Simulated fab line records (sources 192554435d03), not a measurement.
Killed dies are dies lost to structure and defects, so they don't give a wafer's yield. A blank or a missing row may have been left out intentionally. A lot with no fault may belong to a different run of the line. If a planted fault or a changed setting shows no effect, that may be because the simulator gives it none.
Comparing a struck lot with a sound one    flow n5_finfet    37 steps out of a route of 1938
Sound: these wafers, L533.1, L533.2, L533.3. Struck: wafer L521.5. (L521.1, L521.6 of the same lot were not struck and are left out.) The cause comes at the end.
At each step with rows: each side's tool, then ch and its chambers, then its first start. Under that, the readings that differ: sound wafers    struck wafers    difference of the means    sigmas: that difference in standard deviations of wafers without a fault.
alike: same words and numbers on both sides, and readings whose means sit less than 2 such deviations apart. not compared: any withheld reading, any reading some wafer has no value for, any bound like >300 that may hide the same value, and any number with overlapping values for which the record gives no deviation.
The two part at a step that has a row with sigmas, a row that says differs or no value, or rows on one side only. Numbers that don't overlap but have no deviation are shown without sigmas and don't part them. A reading missing from all wafers of one side parts the sides only when that side holds two or more wafers.

first, 9 steps without rows for these wafers: N5_PMOS_HMC_CHANNEL_EPI_EXPOSE_06 (exposes mask PMOS HMC BLK, target cd 240 nm); N5_PMOS_HMC_CHANNEL_EPI_PEB_07 (peb time 60 s); N5_PMOS_HMC_CHANNEL_EPI_DEVELOP_08 (develop time 30 s); N5_PMOS_HMC_CHANNEL_EPI_DESCUM_14 (chemistry O2, time 7.9 s); N5_PMOS_HMC_CHANNEL_EPI_ETCH_32 (etches BARC in N2/H2, stops on SiO2, target depth 85.8 nm, time 50.3 s); N5_PMOS_HMC_CHANNEL_EPI_HM_OPEN_15 (chemistry CHF3/O2, target SiO2, target depth 40.6 nm, time 20.3 s); N5_PMOS_HMC_CHANNEL_EPI_STRIP_33 (strips in N2/H2); N5_PMOS_HMC_CHANNEL_EPI_STRIP_17 (strips in SPM, time 750 s); N5_PMOS_HMC_CHANNEL_EPI_ETCH_38 (etches SiO2 in CF4, target depth 1.5 nm).
N5_PMOS_HMC_CHANNEL_EPI_FIN_RECESS_16: chemistry HBr/Cl2, target Si, target depth 54 nm, time 18 s.
  sound on rie_si-03 ch 1,2,3, day 7 12:36; struck on rie_si-02 ch 1, day 4 11:35
reading                                           sound              struck  difference  sigmas
mfc_cl2_sccm (sccm)                               80.31 79.76 79.35  80.36   +0.55       +2
model.PMOS_HMC_CHANNEL_EPI.feature_depth_nm (nm)  53.7 53.86 54.26   61.33   +7.39       
model.etch.depth_nm (nm)                          53.7 53.86 54.26   61.33   +7.39       
  alike: drypump_motor_current_A, oes_product_au, throttle_valve_pct
  not compared: rf_hours_counter_h
then, 7 steps without rows for these wafers: N5_PMOS_HMC_CHANNEL_EPI_PRECLEAN_36 (cleans in O3/DIW, time 45 s); N5_PMOS_HMC_CHANNEL_EPI_PRECLEAN_18 (cleans in DHF, time 30 s); N5_PMOS_HMC_CHANNEL_EPI_SRD_19 (time 30 s); N5_PMOS_HMC_CHANNEL_EPI_EPI_20 (deposits SiGe30, target thk 59 nm); N5_PMOS_HMC_CHANNEL_EPI_HM_STRIP_35 (strips SiO2 in dHF, material SiO2, target depth 39.6 nm, time 216 s); N5_PMOS_HMC_CHANNEL_EPI_SRD_39 (time 30 s); N5_PMOS_HMC_CHANNEL_EPI_CMP_21 (polishes SiGe30, target thk 54 nm).
N5_PMOS_HMC_CHANNEL_EPI_THK_MEAS_22:
  sound on film_metro-01 at day 7 14:48; struck on film_metro-01 at day 4 13:23
reading           sound           struck  difference  sigmas
HMC_CMP_THK (nm)  53.7 53.9 54.2  59.2    +5.3        +11
then, 17 steps without rows for these wafers: N5_PMOS_HMC_CHANNEL_EPI_PRECLEAN_40 (cleans in DHF, time 30 s); N5_PMOS_HMC_CHANNEL_EPI_PRECLEAN_37 (cleans in O3/DIW, time 45 s); N5_PMOS_HMC_CHANNEL_EPI_PRECLEAN_24 (cleans in DHF, time 30 s); N5_PMOS_HMC_CHANNEL_EPI_SRD_25 (time 30 s); N5_PMOS_HMC_CHANNEL_EPI_EPI_26 (deposits Si from SiH4/H2, target thk 3.8 nm, time 22.7 s); N5_FIN_SAQP_PRECLEAN_42 (cleans in O3/DIW, time 60 s); N5_FIN_SAQP_PRECLEAN_00 (cleans in SC1, time 60 s); N5_FIN_SAQP_PRECLEAN_44 (cleans in SC2, time 45 s); N5_FIN_SAQP_SRD_01 (time 30 s); N5_FIN_SAQP_ALD_61 (deposits SiO2, target thk 4 nm, pulse time 1 s, purge time 2 s); N5_FIN_SAQP_DENSIFY_62 (time 60 s); N5_FIN_SAQP_HM_DEP_03 (deposits SiNx from SiH4/NH3/N2, target thk 38 nm, time 33.6 s); N5_FIN_SAQP_PECVD_47 (deposits a-Si from SiH4/He, target thk 45 nm, time 36.3 s); N5_FIN_SAQP_PECVD_48 (deposits SiNx from SiH4/NH3/N2, target thk 25 nm, time 22.1 s); N5_FIN_SAQP_PECVD_06 (deposits a-Si from SiH4/He, target thk 60 nm, time 48.1 s); N5_FIN_SAQP_HM_DEP_72 (deposits SiO2 from SiH4/N2O, target thk 12 nm, time 7.2 s); N5_FIN_SAQP_COAT_49 (time 60 s, resist thk 100 nm).
-- record jumps: 6 days separate the struck wafers' starts on either side; left off in module FIN_SAQP, taken up again in module BEOL_M4, whose first shown step is the route's number 1111 --
N5_BEOL_M4_RC_MEAS_101:
  sound on prober-02 ch 0, day 13 22:28; struck on prober-01 ch 0, day 10 23:29
reading         sound              struck  difference  sigmas
CJ_P            5.90 5.84 5.73     4.03    -1.79       -18
DIBL_N (mV/V)   34.9 36.9 35.1     32.5    -3.1        -2
IOFF_P (nA/um)  0.197 0.228 0.194  0.260   +0.054      +2
SS_P (mV/dec)   72.6 73.0 73.0     74.2    +1.3        +2
  alike: DIBL_P, IOFF_N, IOFF_P_85C, ION_N, ION_P, SS_N, VT_N, VT_P
next, for these wafers, 1 step has no rows: N5_PASSIVATION_PROBE_49.

== WHERE THEY PART ==
Earliest at N5_PMOS_HMC_CHANNEL_EPI_FIN_RECESS_16; latest, in this record, at N5_BEOL_M4_RC_MEAS_101.

WHY: what the simulator had put in
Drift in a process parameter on rie_si-02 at N5_PMOS_HMC_CHANNEL_EPI_FIN_RECESS_16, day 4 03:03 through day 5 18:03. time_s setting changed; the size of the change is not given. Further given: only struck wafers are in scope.
